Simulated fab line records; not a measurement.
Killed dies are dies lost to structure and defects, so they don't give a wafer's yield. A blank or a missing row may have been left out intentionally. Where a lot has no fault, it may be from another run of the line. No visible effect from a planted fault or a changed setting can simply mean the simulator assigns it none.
Split-lot study + flow n5_finfet + 7 lots, 21 wafers read, on a route of 1938 steps

SPLIT DETAILS
At N5_BEOL_M1_ETCH_64 (etches SOC in N2/H2, target depth 75 nm, overetch 15 nm, time 112.5 s), the setting bias_w was moved away from the recipe's 150 W on 7 of the 21 wafers read, by -12.9% to +7.8%. For the rest of the wafers, this setting stayed at what the recipe calls for.

Reading taken at the split's own step.

THE READING
rf_vpp_V, in V, at N5_BEOL_M1_ETCH_64 (etches SOC in N2/H2, target depth 75 nm, overetch 15 nm, time 112.5 s). Typical for fault-free wafers on this fab line: 524.0 V, with standard deviation 2.2 V.

| wafer  | tool, chamber at the split | bias_w as run, W | against the recipe | rf_vpp_V, V | against lot-mates on the recipe |
|--------|----------------------------|------------------|--------------------|-------------|---------------------------------|
| L075.2 | rie_diel-05, 2             | 150              | recipe             | 523.2       | -                               |
| L075.3 | rie_diel-05, 1             | 150              | recipe             | 524.3       | -                               |
| L075.6 | rie_diel-05, 1             | 150              | recipe             | 524.5       | -                               |
| L083.1 | rie_diel-05, 3             | 136.2            | -9.2%              | 491.6       | -31.0                           |
| L083.4 | rie_diel-05, 0             | 136.2            | -9.2%              | 497.3       | -25.3                           |
| L083.5 | rie_diel-05, 2             | 150              | recipe             | 522.6       | -                               |
| L087.2 | rie_diel-01, 1             | 150              | recipe             | 523.0       | -                               |
| L087.3 | rie_diel-01, 3             | 150              | recipe             | 521.1       | -                               |
| L087.6 | rie_diel-01, 3             | 150              | recipe             | 521.4       | -                               |
| L086.3 | rie_diel-01, 2             | 161.7            | +7.8%              | 548.2       | +27.7                           |
| L086.5 | rie_diel-01, 2             | 161.7            | +7.8%              | 548.7       | +28.2                           |
| L086.6 | rie_diel-01, 3             | 150              | recipe             | 520.5       | -                               |
| L091.2 | rie_diel-05, 3             | 130.7            | -12.9%             | 480.2       | no lot-mate on the recipe       |
| L091.3 | rie_diel-05, 2             | 130.7            | -12.9%             | 480.3       | no lot-mate on the recipe       |
| L091.5 | rie_diel-05, 3             | 130.7            | -12.9%             | 480.2       | no lot-mate on the recipe       |
| L093.2 | rie_diel-05, 3             | 150              | recipe             | 522.5       | -                               |
| L093.5 | rie_diel-05, 0             | 150              | recipe             | 527.3       | -                               |
| L093.6 | rie_diel-05, 3             | 150              | recipe             | 523.6       | -                               |
| L095.2 | rie_diel-05, 0             | 150              | recipe             | 527.7       | -                               |
| L095.3 | rie_diel-05, 1             | 150              | recipe             | 524.5       | -                               |
| L095.6 | rie_diel-05, 1             | 150              | recipe             | 523.4       | -                               |

THE FIT
A straight line over all 21 wafers: rf_vpp_V changes by +3.29 V for each +1% of bias_w; r = +0.99; the points scatter about the line by 2 V.
The same after taking each lot's own level away (the mean of its wafers on the recipe; 18 wafers): +3.28 V for each +1%; r = +0.99; scatter 1.9 V.
According to that fit, moving bias_w by its largest amount changes the reading by 42 V.
Across the lots, their own levels run from 520.50 to 525.20 V, a range of 2.1 times the standard deviation given above.
The two slopes agree, so the slope changes little with the lot-to-lot level.
Check: -29.1 V against its lot-mates is what the line predicts for one of the wafers moved furthest among these (-9.2%) when that wafer is left out of the fit. Against them it came out at -31 V.
Tool readings at the split's step, against how far the setting was moved: rf_vpp_V r = +0.99.

FURTHER SPLITS ON THESE WAFERS
These wafers also went through other splits before the reading. Each is held against what the fit with the lots' levels taken away leaves over:
| other split on the same wafers          | wafers away from the commonest value | r with rf_vpp_V (lot level and that fit taken away) |
|-----------------------------------------|--------------------------------------|-----------------------------------------------------|
| N5_GATE_CUT_COAT_27 spin_rpm            | 6                                    | +0.19                                               |
| N5_GATE_CUT_EXPOSE_10 dose_mj           | 9                                    | -0.07                                               |
| N5_MOL_CONTACT_COAG_EXPOSE_81 dose_mj   | 9                                    | +0.19                                               |
| N5_MOL_CONTACT_COAG_ALD_131 ald_cycles  | 7                                    | -0.13                                               |
| N5_MOL_CONTACT_COAG_ETCHBACK_135 time_s | 4                                    | +0.42                                               |
| N5_MOL_CONTACT_COAG_COAT_64 spin_rpm    | 3                                    | -0.06                                               |

THE FILE'S OWN FIT
rf_vpp_V changes by +3.27 V for each +1% of bias_w, r = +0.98.
